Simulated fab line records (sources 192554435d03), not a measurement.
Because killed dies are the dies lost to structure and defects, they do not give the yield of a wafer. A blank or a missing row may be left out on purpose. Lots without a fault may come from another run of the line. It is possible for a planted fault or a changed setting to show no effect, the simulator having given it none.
Which tool is to blame? / flow n5-finfet / 23 lots (69 wafers sampled), 1 step of a 1938-step route

== WHAT EACH GAUGE READ, for each wafer ==
N5_WELL_APT_INSPECT_27: inspects for defects (macro). Usual: raw-defect-count reads 2.0 (standard deviation 1.4).
lot=L074; measured=day 1 15:40; on=defect-inspect-01; raw-defect-count=1 0 4; flag=
lot=L075; measured=day 1 21:01; on=defect-inspect-02; raw-defect-count=3 2 0; flag=
lot=L076; measured=day 2 03:00; on=defect-inspect-01; raw-defect-count=3 0 0; flag=
lot=L078; measured=day 2 15:17; on=defect-inspect-01; raw-defect-count=1 0 3; flag=
lot=L079; measured=day 2 21:48; on=defect-inspect-02; raw-defect-count=3 0 1; flag=
lot=L080; measured=day 3 03:24; on=defect-inspect-01; raw-defect-count=0 1 5; flag=
lot=L081; measured=day 3 10:20; on=defect-inspect-02; raw-defect-count=3 0 1; flag=
lot=L082; measured=day 3 14:57; on=defect-inspect-02; raw-defect-count=3 4 1; flag=
lot=L083; measured=day 3 21:13; on=defect-inspect-01; raw-defect-count=4 1 1; flag=
lot=L084; measured=day 4 02:47; on=defect-inspect-02; raw-defect-count=5 3 4; flag=
lot=L085; measured=day 4 08:45; on=defect-inspect-01; raw-defect-count=2 0 1; flag=
lot=L086; measured=day 4 16:15; on=defect-inspect-02; raw-defect-count=5 3 3; flag=
lot=L087; measured=day 4 21:21; on=defect-inspect-01; raw-defect-count=3 3 2; flag=
lot=L088; measured=day 5 03:02; on=defect-inspect-01; raw-defect-count=4 2 0; flag=
lot=L089; measured=day 5 09:06; on=defect-inspect-02; raw-defect-count=3 1 0; flag=
lot=L090; measured=day 5 15:16; on=defect-inspect-01; raw-defect-count=2 3 3; flag=
lot=L091; measured=day 5 21:17; on=defect-inspect-02; raw-defect-count=1 3 0; flag=
lot=L092; measured=day 6 03:19; on=defect-inspect-02; raw-defect-count=3 0 2; flag=
lot=L093; measured=day 6 09:41; on=defect-inspect-02; raw-defect-count=0 2 4; flag=
lot=L094; measured=day 6 15:43; on=defect-inspect-01; raw-defect-count=1 3 1; flag=
lot=L095; measured=day 6 22:14; on=defect-inspect-02; raw-defect-count=3 0 2; flag=
lot=L096; measured=day 7 04:16; on=defect-inspect-02; raw-defect-count=4 2 4; flag=
lot=L097; measured=day 7 09:02; on=defect-inspect-01; raw-defect-count=3 1 1; flag=

== EACH LOT AND THE TOOL THAT RAN IT (in order: tool; ch and the chambers of the sampled wafers; start) ==
Record: no process step prior to these readings.

== AS READ BY THE TOOLS THEMSELVES (means over the sampled wafers that have a number; for cases with no such wafer, the mark the record gives instead) ==
The record holds no such reading with a usual standard deviation.

== THE ANSWER, worked out from the rows above alone ==
Rule: lot off if the mean of its wafers having a number is beyond 3 standard deviations from the usual mean. Also off: a lot with no number at a reading for which 4 or more lots have one. The other lots that the step has rows for count as sound. Order of review: gauges by route order, followed by the tools' own readings, for which a lot's mean as printed above is used. The first step at which some lot is off is used, and at that step the reading that is off furthest; a lot without a number counts as furthest.
Across all readings shown, no lot is off: no conclusion can be drawn from this.

== WHAT WAS PUT IN BY THE SIMULATOR ==
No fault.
